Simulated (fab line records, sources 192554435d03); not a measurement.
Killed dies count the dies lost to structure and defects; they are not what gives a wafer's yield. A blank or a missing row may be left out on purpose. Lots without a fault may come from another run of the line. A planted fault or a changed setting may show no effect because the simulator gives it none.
Matching of chambers -- flow n5_finfet -- rie_diel-06 running N5_FIN_SAQP_SPACER1_ETCHBACK_25: 4 sister chambers
The step etches SiO2 in CHF3/O2, target depth 24.4 nm, time 12.2 s. 7 wafers are shown with their chamber, then 8 later ones without.

== EACH WAFER AND ITS CHAMBER ==
wafer,chamber,rf_vpp_V (V),showerhead_plenum_p_Torr (Torr)
L074.2,1,546,2.42
L089.1,3,516,2.31
L089.6,3,517,2.31
L092.1,1,546,2.41
L092.2,0,519,2.50
L092.5,2,512,2.29
L093.1,0,518,2.50

== WAFERS MISSING THEIR CHAMBER ==
wafer,rf_vpp_V (V),showerhead_plenum_p_Torr (Torr)
L093.2,546,2.41
L093.5,514,2.29
L094.1,515,2.29
L094.2,546,2.41
L094.4,516,2.31
L096.2,515,2.30
L096.5,545,2.40
L096.6,512,2.29

== EACH ONE'S CHAMBER ==
wafer,from the rows above,in truth
L093.2,1,1
L093.5,2,2
L094.1,can't be placed: 2 or 3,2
L094.2,1,1
L094.4,3,3
L096.2,3,3
L096.5,1,1
L096.6,2,2
Correct placement for 7 of the 8. These rows do not allow placing 1 (true chamber among the candidates in 1). Placed wrongly: 0.
How it was worked out, from the rows above alone: a wafer's distance from a chamber is the root of the sum, over the readings, of the square of ((its reading less the chamber's mean) divided by the reading's scatter). If the next closest chamber is less than 2 further off than the closest, the wafer can't be placed; otherwise it belongs to the closest. Each chamber's mean is taken over the wafers shown for it. The scatter: take each reading less its chamber's mean, square it, sum over the shown wafers, divide by the number of wafers less the number of chambers, and take the root.
